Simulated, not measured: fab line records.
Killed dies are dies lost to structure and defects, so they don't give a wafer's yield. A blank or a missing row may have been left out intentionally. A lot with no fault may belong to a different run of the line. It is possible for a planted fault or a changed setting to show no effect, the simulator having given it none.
Struck lot and sound lot, side by side | flow nandHarc | 14 steps out of a route of 1159
Sound: these wafers, L586.1, L586.2, L586.3. Struck: wafer L604.4; the same lot's L604.6 was not struck, so it is left out; see the end for the cause.
Each step with rows lists, per side, the tool, then ch with its chambers, then its first start. Under that, the readings that differ: sound wafers | struck wafers | difference of the means | sigmas: that difference in standard deviations of wafers without a fault.
alike: readings with means less than 2 such deviations apart, plus words and numbers identical on both sides. not compared: withheld readings, readings lacking a value on some wafer, bounds such as >300 that could conceal the same value, and numbers that have no deviation in the record and whose values overlap.
Wherever a step has rows on one side only, a row that says differs or no value, or a row with sigmas, the two part there. When numbers do not overlap yet have no deviation, they are printed without sigmas and do not part them. A reading missing from all wafers of one side parts the sides only when that side holds two or more wafers.

NHARC_P_GATE_RTA_82: time 30 s.
  sound on rtpAnneal-02 ch 0, day 6 01:11; struck on rtpAnneal-01 ch 0, day 10 02:34
reading          | sound             | struck | difference | sigmas
lampPowerPct (%) | 3.753 3.761 3.759 | 3.706  | -0.052     | -2
wafer_temp_C_max | 452.5 453.0 453.8 | 451.5  | -1.6       | -2
NHARC_P_GATE_INSPECT_68:
  sound on defectInspect-02, day 6 01:23; struck on defectInspect-02, day 10 02:40
  alike: rawDefectCount
NHARC_P_CONTACT_DEP_30: deposits SiNx, target thk 30 nm.
  sound on pecvd-02 ch 0,1,2, day 6 01:33; struck on pecvd-02 ch 0, day 10 03:11
  alike: heaterPowerW
NHARC_P_CONTACT_DEP_00: deposits SiO2, target thk 500 nm.
  sound: pecvd-02 ch 0,1,2; struck: pecvd-02 ch 0
  alike: chamberPressureTorr, heaterPowerW, throttleValvePct
NHARC_P_CONTACT_CMP_01: polishes SiO2, target thk 200 nm.
  sound on cmp-04 ch 0,1,2, day 6 02:16; struck on cmp-04 ch 1, day 10 03:47
  alike: motorCurrentA, retainingRingPressureFrac, slurryFilterDpKPa
then, 6 steps without rows for these wafers: NHARC_P_CONTACT_SRD_03; NHARC_P_CONTACT_DEHYDRATE_04 (time 120 s); NHARC_P_CONTACT_HMDS_05 (time 30 s); NHARC_P_CONTACT_COAT_33 (time 75 s); NHARC_P_CONTACT_COAT_34 (time 65 s); NHARC_P_CONTACT_COAT_06 (resist thk 90 nm).
NHARC_P_CONTACT_SOFTBAKE_07: time 55 s.
  sound on lithoTrack-01 ch 0, day 6 02:00; struck on lithoTrack-06 ch 0, day 10 04:00
reading               | sound                | struck | difference | sigmas
heaterPowerTotalW (W) | 188.43 188.26 188.66 | 222.43 | +33.98     | +99 or more
then, 2 steps without rows for these wafers: NHARC_P_CONTACT_EBR_08; NHARC_END_SORT_01.

WHERE THEY PART
Last at NHARC_P_CONTACT_SOFTBAKE_07 as far as this record goes, first at NHARC_P_GATE_RTA_82.

WHY: what had been put in by the simulator
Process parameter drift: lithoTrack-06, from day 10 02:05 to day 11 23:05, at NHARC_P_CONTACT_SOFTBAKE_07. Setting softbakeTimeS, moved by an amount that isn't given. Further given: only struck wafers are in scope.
